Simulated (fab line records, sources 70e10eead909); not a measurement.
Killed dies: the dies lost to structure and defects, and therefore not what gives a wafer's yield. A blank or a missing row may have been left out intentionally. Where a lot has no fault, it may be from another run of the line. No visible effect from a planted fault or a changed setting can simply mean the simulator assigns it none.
Chamber matching ; flow nand_harc ; 3 sister chambers for NHARC_P_M1_PRE_CLEAN_32 on pecvd-04
The step time 12 s. 22 wafers are shown with their chamber, then 11 later ones without.

WAFERS PAIRED WITH THEIR CHAMBERS
wafer;chamber;heater_power_w (W);rf_fwd_power_W (W)
L075.2;1;714;293.6
L075.3;0;642;292.8
L075.4;1;729;292.6
L077.2;2;696;292.0
L077.3;2;701;293.0
L077.5;0;608;292.0
L079.2;0;598;292.0
L079.3;1;761;292.5
L079.6;0;621;291.5
L081.2;1;717;291.9
L081.3;0;622;292.7
L081.5;1;690;290.3
L082.3;0;641;292.0
L082.4;2;743;291.5
L082.6;0;649;293.4
L084.1;1;769;293.0
L084.4;1;787;294.0
L084.5;0;580;291.8
L089.2;2;676;291.7
L089.3;0;633;291.8
L089.6;1;761;292.8
L091.2;2;611;293.1

SIGNATURES, as means of the wafers listed above
reading;chamber 0;chamber 1;chamber 2;scatter within a chamber
heater_power_w;621.56;741.00;685.40;33.4
rf_fwd_power_W;292.222;292.587;292.260;0.863
Rule: for each reading, subtract the chamber's mean from the wafer's reading, divide by that reading's scatter and square the result; add these up over the readings and take the root, which gives the wafer's distance from the chamber. If the next closest chamber is less than 2 further off than the closest, the wafer can't be placed; otherwise it belongs to the closest. The scatter: take each reading less its chamber's mean, square it, sum over the shown wafers, divide by the number of wafers less the number of chambers, and take the root.

WAFERS WHOSE CHAMBER IS MISSING
wafer;heater_power_w (W);rf_fwd_power_W (W)
L091.3;725;294.3
L091.4;629;293.1
L094.1;630;294.0
L094.4;636;292.0
L094.6;653;291.2
L095.2;717;292.8
L095.3;758;290.3
L095.6;712;291.5
L097.2;553;291.8
L097.3;726;291.1
L097.5;735;292.8

EACH ONE'S CHAMBER
wafer;from the rows above;in truth
L091.3;can't be placed: 1 or 2 or 0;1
L091.4;can't be placed: 0 or 2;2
L094.1;can't be placed: 0 or 2 or 1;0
L094.4;can't be placed: 0 or 2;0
L094.6;can't be placed: 0 or 2 or 1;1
L095.2;can't be placed: 1 or 2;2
L095.3;can't be placed: 1 or 2 or 0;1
L095.6;can't be placed: 2 or 1 or 0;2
L097.2;can't be placed: 0 or 2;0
L097.3;can't be placed: 1 or 2 or 0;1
L097.5;can't be placed: 1 or 2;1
Correctly placed: 0 of 11. Unplaceable from these rows: 11, with the true chamber sitting among the candidates in 11. Placed wrongly: 0.
